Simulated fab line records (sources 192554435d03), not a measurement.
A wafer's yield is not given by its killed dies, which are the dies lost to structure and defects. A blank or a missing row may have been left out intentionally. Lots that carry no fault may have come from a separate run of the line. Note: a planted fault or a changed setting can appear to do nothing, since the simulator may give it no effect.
fab line records	flow n5_finfet	part 2 of 2: steps 5 to 6 of 6
record: lots: 24	wafers: 72	last_day: 19
route steps=1938 shown SD_EPI_P@322 ILD0@335 SDB@360 DUMMY_REMOVAL@378
lots that met no fault: from a run of the same line without faults
start_h: hours from the record's first day to the start of the lot's first wafer shown	wait_h: hours from the lot's prior step to this one	" the same as in the row above	L1.1+2: a row that stands for several wafers	- either no value or no given start	* or withheld: withheld	< > ~ a bound
route shown NAME@n: names a module that has steps shown in the file, with the first one's number in the route	usual: mean/standard deviation of fault-free wafers	same: alike in all rows	chamber/n: place in a boat	sites: each site's reading	_std_site: standard deviation of those values	_edge_site: mean of outer sites minus mean of inner sites	radius_mm: how far each site lies from the wafer's centre	mask NAME#n: copy n	behind: tool/chamber where the wafer was last shaped	hold: the reason the lot was held/the length of the hold in hours/how it ended	device: the transistor (n, p or np) that didn't switch	end of line: the same wafers' tests at the end of the route	a step with no rows: only its recipe	killed: dies lost to structure and defects at the first sort, not the wafer's yield	map: dies across one wafer; x = killed, . = not, _ = none there
set.NAME: the setting the step ran with; set.NAME@STEP: the setting that earlier step ran with	model.NAME: the simulator's own value behind a step, which no gauge read
steps of the route over a sample of lots; a table a step, a row a wafer
services: from which hour (start_h, from the record's first day; less than 0 if before it) a tool's chamber was out of use, for how many hours, and why
== steps ==
step: N5_SDB_INSPECT_36
recipe: inspect_instrument: darkfield	mode: post_cmp
usual: raw_defect_count: 35/20
lot.wafer	tool	chamber	start_h	wait_h	raw_defect_count
L074.2	defect_inspect-01	-	75.70	0.0	18
L074.3	"	-	"	"	25
L074.6	"	-	"	"	35
L075.2	defect_inspect-02	-	78.18	0.0	16
L075.3	"	-	"	"	27
L075.5	"	-	"	"	32
L076.1	defect_inspect-02	-	86.10	0.0	20
L076.4	"	-	"	"	26
L076.5	"	-	"	"	10
L077.3	defect_inspect-02	-	92.03	0.0	24
L077.5	"	-	"	"	23
L077.6	"	-	"	"	18
L078.1	defect_inspect-02	-	101.50	0.0	30
L078.2	"	-	"	"	19
L078.3	"	-	"	"	14
L079.2	defect_inspect-02	-	105.20	0.0	24
L079.4	"	-	"	"	44
L079.6	"	-	"	"	25
L081.2	defect_inspect-02	-	112.22	0.0	40
L081.3	"	-	"	"	62
L081.5	"	-	"	"	66
L080.1	defect_inspect-02	-	115.03	0.0	24
L080.2	"	-	"	"	14
L080.6	"	-	"	"	21
L082.4	defect_inspect-01	-	122.02	0.0	22
L082.5	"	-	"	"	20
L082.6	"	-	"	"	34
L083.2	defect_inspect-01	-	128.91	0.0	78
L083.3	"	-	"	"	45
L083.5	"	-	"	"	35
L084.1	defect_inspect-01	-	132.20	0.0	23
L084.4	"	-	"	"	47
L084.6	"	-	"	"	31
L085.2	defect_inspect-02	-	136.85	0.0	25
L085.3	"	-	"	"	25
L085.6	"	-	"	"	34
L086.2	defect_inspect-01	-	142.61	0.0	65
L086.3	"	-	"	"	21
L086.4	"	-	"	"	22
L087.1	defect_inspect-02	-	150.37	0.0	22
L087.2	"	-	"	"	21
L087.6	"	-	"	"	14
L088.2	defect_inspect-02	-	156.05	0.0	15
L088.5	"	-	"	"	24
L088.6	"	-	"	"	27
L089.2	defect_inspect-02	-	158.91	0.0	30
L089.4	"	-	"	"	28
L089.5	"	-	"	"	32
L090.2	defect_inspect-01	-	166.17	0.0	34
L090.3	"	-	"	"	20
L090.4	"	-	"	"	26
L091.3	defect_inspect-02	-	175.33	0.0	45
L091.4	"	-	"	"	40
L091.6	"	-	"	"	33
L092.4	defect_inspect-01	-	182.74	0.0	37
L092.5	"	-	"	"	35
L092.6	"	-	"	"	42
L093.1	defect_inspect-02	-	185.60	0.0	15
L093.2	"	-	"	"	13
L093.4	"	-	"	"	16
L094.1	defect_inspect-01	-	193.33	0.0	29
L094.2	"	-	"	"	37
L094.3	"	-	"	"	46
L095.1	defect_inspect-01	-	196.95	0.0	47
L095.4	"	-	"	"	32
L095.5	"	-	"	"	26
L096.3	defect_inspect-01	-	207.00	0.0	113
L096.5	"	-	"	"	80
L096.6	"	-	"	"	90
L097.1	defect_inspect-02	-	210.48	0.0	42
L097.5	"	-	"	"	71
L097.6	"	-	"	"	30
step: N5_DUMMY_REMOVAL_STRIP_10
recipe: chemistry: N2/H2	time_s: 40	power_w: 100	temp_c: 40	pressure_mtorr: 100	rf_frequency_hz: 6e+07	bias_power_w: 3	n2_flow_sccm: 300	h2_flow_sccm: 300
usual: drypump_motor_current_A: 5.7/0.37	oes_product_au: 0.77/0.07	rf_vpp_V: 45.1/0.77	showerhead_plenum_p_Torr: 3.38/0.1	throttle_valve_pct: 12.42/0.22
lot.wafer	tool	chamber	start_h	wait_h	drypump_motor_current_A	oes_product_au	rf_hours_counter_h	rf_vpp_V	showerhead_plenum_p_Torr	throttle_valve_pct
L074.2	rie_diel-01	2	75.77	0.0	5.5	0.77	136	45.3	3.53	12.49
L074.3	"	0	"	"	5.7	0.75	154	46.0	3.39	12.42
L074.6	"	0	"	"	5.7	0.75	-	43.8	3.39	12.42
L075.2	rie_diel-03	2	78.45	0.0	5.3	0.79	111	45.3	3.38	12.29
L075.3	"	1	"	"	5.9	0.71	225	45.7	3.20	12.72
L075.5	"	2	"	"	5.4	0.79	-	45.5	3.38	12.30
L076.1	rie_diel-03	3	86.17	0.0	5.5	0.76	167	45.5	3.36	12.52
L076.4	"	1	"	"	5.9	0.71	227	44.7	3.20	12.72
L076.5	"	0	"	"	5.4	0.77	-	45.9	3.39	12.42
L077.3	rie_diel-02	1	92.36	0.0	5.6	0.75	157	45.1	3.52	12.40
L077.5	"	1	"	"	5.6	0.76	-	45.5	3.52	12.39
L077.6	"	0	"	"	5.8	0.90	-	43.6	3.33	11.79
L078.1	rie_diel-01	3	101.59	0.0	6.5	0.76	159	43.9	3.25	12.36
L078.2	"	1	"	"	6.1	0.76	161	44.3	3.38	12.53
L078.3	"	0	"	"	5.7	0.75	162	44.0	3.39	12.45
L079.2	rie_diel-01	3	105.27	0.0	6.5	0.75	160	43.4	3.25	12.35
L079.4	"	0	"	"	5.8	0.74	163	45.2	3.39	12.42
L079.6	"	1	"	"	6.0	0.76	-	44.9	3.37	12.54
L081.2	rie_diel-03	1	112.59	0.0	5.9	0.70	236	44.2	3.19	12.74
L081.3	"	0	"	"	5.5	0.76	158	45.5	3.39	12.42
L081.5	"	3	"	"	5.5	0.76	-	45.4	3.35	12.56
L080.1	rie_diel-03	2	115.10	0.0	5.3	0.79	123	45.6	3.37	12.33
L080.2	"	3	"	"	5.5	0.76	177	44.9	3.35	12.55
L080.6	"	1	"	"	6.0	0.71	-	43.8	3.19	12.74
L082.4	rie_diel-02	3	122.08	0.0	5.0	1.03	1	45.7	3.59	12.04
L082.5	"	1	"	"	5.6	0.74	-	44.6	3.51	12.42
L082.6	"	0	"	"	5.8	0.88	-	45.7	3.32	11.83
L083.2	rie_diel-02	0	128.98	0.0	5.8	0.88	38	45.2	3.32	11.83
L083.3	"	3	"	"	5.0	1.00	4	46.2	3.59	12.06
L083.5	"	3	"	"	5.1	1.00	-	44.6	3.59	12.07
L084.1	rie_diel-03	2	132.27	0.0	5.3	0.78	130	45.2	3.37	12.34
L084.4	"	3	"	"	5.5	0.76	182	45.8	3.35	12.58
L084.6	"	3	"	"	5.5	0.76	-	45.3	3.35	12.58
L085.2	rie_diel-01	2	137.08	0.0	5.5	0.74	155	46.0	3.52	12.55
L085.3	"	3	"	"	6.4	0.75	170	46.1	3.24	12.39
L085.6	"	2	"	"	5.5	0.73	-	45.1	3.52	12.53
L086.2	rie_diel-01	3	142.68	0.0	6.5	0.74	171	45.7	3.24	12.39
L086.3	"	0	"	"	5.7	0.73	176	46.7	3.38	12.48
L086.4	"	1	"	"	6.1	0.75	172	46.3	3.37	12.56
L087.1	rie_diel-02	1	150.70	0.0	5.6	0.73	179	45.0	3.50	12.43
L087.2	"	2	"	"	5.7	0.71	187	45.6	3.35	12.50
L087.6	"	0	"	"	5.8	0.88	-	45.0	3.31	11.86
L088.2	rie_diel-01	3	156.12	0.0	6.5	0.74	176	46.9	3.24	12.38
L088.5	"	1	"	"	6.0	0.74	-	44.2	3.37	12.57
L088.6	"	2	"	"	5.5	0.73	-	45.3	3.51	12.55
L089.2	rie_diel-03	3	158.98	0.0	5.5	0.76	190	44.6	3.34	12.59
L089.4	"	2	"	"	5.3	0.77	138	45.8	3.36	12.36
L089.5	"	2	"	"	5.3	0.77	-	44.8	3.36	12.36
L090.2	rie_diel-01	0	166.33	0.0	5.7	0.73	184	46.0	3.38	12.50
L090.3	"	2	"	"	5.5	0.74	163	44.9	3.51	12.57
L090.4	"	1	"	"	6.1	0.75	178	44.0	3.37	12.58
L091.3	rie_diel-03	2	175.40	0.0	5.4	0.75	145	44.3	3.36	12.40
L091.4	"	3	"	"	5.5	0.75	-	42.6	3.34	12.62
L091.6	"	2	"	"	5.3	0.76	-	45.8	3.36	12.39
L092.4	rie_diel-01	2	182.80	0.0	5.5	0.73	167	44.4	3.51	12.57
L092.5	"	1	"	"	6.1	0.74	-	44.1	3.36	12.58
L092.6	"	0	"	"	5.7	0.72	-	44.5	3.37	12.51
L093.1	rie_diel-01	1	186.00	0.0	6.1	0.74	183	46.6	3.36	12.57
L093.2	"	0	"	"	5.7	0.71	188	45.2	3.37	12.51
L093.4	"	2	"	"	5.5	0.73	167	45.3	3.51	12.56
L094.1	rie_diel-01	2	193.40	0.0	5.5	0.72	170	44.8	3.51	12.59
L094.2	"	3	"	"	6.5	0.73	186	45.0	3.24	12.42
L094.3	"	1	"	"	6.1	0.74	185	45.7	3.36	12.58
L095.1	rie_diel-02	1	197.02	0.0	5.6	0.73	190	46.1	3.50	12.46
L095.4	"	0	"	"	5.8	0.84	57	44.1	3.31	11.90
L095.5	"	0	"	"	5.8	0.84	-	45.1	3.31	11.88
L096.3	rie_diel-02	3	207.48	0.0	5.0	0.94	25	45.5	3.58	12.10
L096.5	"	3	"	"	5.1	0.93	-	45.6	3.58	12.10
L096.6	"	2	"	"	5.7	0.71	-	45.1	3.35	12.54
L097.1	rie_diel-02	2	210.55	0.0	5.7	0.71	201	44.3	3.35	12.53
L097.5	"	2	"	"	5.7	0.71	-	45.5	3.35	12.52
L097.6	"	3	"	"	5.0	0.94	-	44.2	3.58	12.12
== services ==
tool	chamber	start_h	hours	kind
rie_diel-03	3	40.81	3.0	repair
rie_diel-04	1	43.45	2.5	repair
ald_sin-01	3	43.85	10.9	repair
rie_diel-04	-	48.49	0.8	repair
ald_sin-01	-	51.41	6.0	pm
rie_diel-05	1	51.58	5.4	repair
rie_diel-01	1	60.30	3.8	repair
ald_sin-01	1	61.03	4.4	repair
rie_diel-03	2	73.79	3.4	repair
ald_sin-01	3	76.17	3.8	repair
ald_sin-01	-	85.44	14.0	pm
rie_diel-05	3	87.35	1.4	repair
rie_diel-02	2	88.89	6.0	repair
rie_diel-03	0	96.09	2.1	repair
ald_sin-04	-	118.54	6.1	pm
rie_diel-04	0	120.85	5.2	repair
rie_diel-03	1	123.37	2.8	repair
ald_sin-03	-	126.49	14.6	pm
rie_diel-01	1	129.06	5.2	repair
rie_diel-01	1	149.61	2.3	repair
rie_diel-01	2	150.61	2.8	repair
ald_sin-03	-	176.75	14.0	pm
ald_sin-03	-	190.75	6.0	pm
ald_sin-01	2	202.06	4.0	repair
